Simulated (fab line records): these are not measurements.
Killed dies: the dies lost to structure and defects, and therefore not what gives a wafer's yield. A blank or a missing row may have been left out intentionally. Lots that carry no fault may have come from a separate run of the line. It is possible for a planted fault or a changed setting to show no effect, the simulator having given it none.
Split-lot trial    flow n5_finfet    21 wafers read from 7 lots, route of 1938 steps

== ON THE SPLIT ==
At N5_BEOL_M3_COAT_22 (resist thk 30 nm), the setting spin_rpm was moved away from the recipe's 1500 rpm on 8 of the 21 wafers read, by -10.1% to +7.1%. This setting was run at the recipe's value on the other wafers.

== FROM THE SPLIT TO THE READING: what the file shows between them, 4 steps ==
- N5_BEOL_M3_EBR_24
- N5_BEOL_M3_SOFTBAKE_23: time 60 s
- N5_BEOL_M3_EXPOSE_25: exposes mask V2, defocus 5 nm
- N5_BEOL_M3_PEB_26: peb time 60 s

== THE READING ==
CAR-EUV_of_BEOL_M3_COAT_22.thk_nm (the simulator's own value, which no gauge read), in nm, at N5_BEOL_M3_DEVELOP_27 (develop time 30 s). No usual value for it is given in the file. Average 29.6 nm, standard deviation 0.095 nm, over the 13 wafers here run with the recipe.

wafer   tool, chamber at the split  spin_rpm as run, rpm  against the recipe  CAR-EUV_of_BEOL_M3_COAT_22.thk_nm, nm  against lot-mates on the recipe
L074.1  litho_track-03, 0           1500                  recipe              29.8                                   -
L074.2  litho_track-03, 0           1402                  -6.5%               30.6                                   +0.9
L074.4  litho_track-03, 0           1500                  recipe              29.6                                   -
L075.3  litho_track-03, 0           1455                  -3.0%               30                                     +0.4
L075.4  litho_track-03, 0           1500                  recipe              29.6                                   -
L075.5  litho_track-03, 0           1500                  recipe              29.6                                   -
L076.1  litho_track-02, 0           1500                  recipe              29.6                                   -
L076.4  litho_track-02, 0           1421                  -5.3%               30.2                                   +0.6
L076.5  litho_track-02, 0           1421                  -5.3%               30.4                                   +0.8
L077.1  litho_track-03, 0           1500                  recipe              29.6                                   -
L077.6  litho_track-03, 0           1500                  recipe              29.6                                   -
L077.3  litho_track-03, 0           1500                  recipe              29.8                                   -
L080.4  litho_track-03, 0           1607                  +7.1%               28.6                                   -1.0
L080.6  litho_track-03, 0           1607                  +7.1%               28.6                                   -1.0
L080.5  litho_track-03, 0           1500                  recipe              29.6                                   -
L083.1  litho_track-01, 0           1348                  -10.1%              31                                     +1.6
L083.2  litho_track-01, 0           1348                  -10.1%              31                                     +1.6
L083.6  litho_track-01, 0           1500                  recipe              29.4                                   -
L090.4  litho_track-01, 0           1500                  recipe              29.6                                   -
L090.5  litho_track-01, 0           1500                  recipe              29.6                                   -
L090.6  litho_track-01, 0           1500                  recipe              29.6                                   -

THE FIT
A straight line over all 21 wafers: CAR-EUV_of_BEOL_M3_COAT_22.thk_nm changes by -0.139 nm for each +1% of spin_rpm; r = -0.99; the points scatter about the line by 0.089 nm.
The same after taking each lot's own level away (the mean of its wafers on the recipe; 21 wafers): -0.147 nm for each +1%; r = -0.99; scatter 0.077 nm.
According to that fit, moving spin_rpm by its largest amount changes the reading by 1.5 nm.
Across the lots, their own levels run from 29.40 to 29.70 nm, a range of 3.2 times the standard deviation given above.
Hence the lot-to-lot level has little effect on the slope; both slopes agree.
Check: for one of the wafers moved furthest among these (-10.1%), held out of the fit, the line's prediction against its lot-mates is +1.46 nm. Against them it came out at +1.6 nm.

== THE OTHER SPLITS THESE WAFERS WENT THROUGH ==
Before the reading, these wafers also passed through other splits. Each is held against what the fit with the lots' levels taken away leaves over:
other split on the same wafers  wafers away from the commonest value  r with CAR-EUV_of_BEOL_M3_COAT_22.thk_nm (lot level and that fit taken away)
N5_BEOL_M2_COAT_22 spin_rpm     7                                     +0.17
N5_BEOL_M3_COAT_67 spin_rpm     9                                     -0.01

== THE WHOLE CHAIN: every reading that the file lists as answering this split, in the file's order ==
step                   what it does       reading                                                                             change (the file's fit)                r (the file's)
N5_BEOL_M3_COAT_22     resist thk 30 nm   CAR-EUV_of_BEOL_M3_COAT_22.thk_nm (the simulator's own value, which no gauge read)  -0.156 nm for each +1% of the setting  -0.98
N5_BEOL_M3_DEVELOP_27  develop time 30 s  CAR-EUV_of_BEOL_M3_COAT_22.thk_nm (the simulator's own value, which no gauge read)  -0.146 nm for each +1% of the setting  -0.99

== FILE'S OWN FIT ==
CAR-EUV_of_BEOL_M3_COAT_22.thk_nm changes by -0.146 nm for each +1% of spin_rpm, r = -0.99.
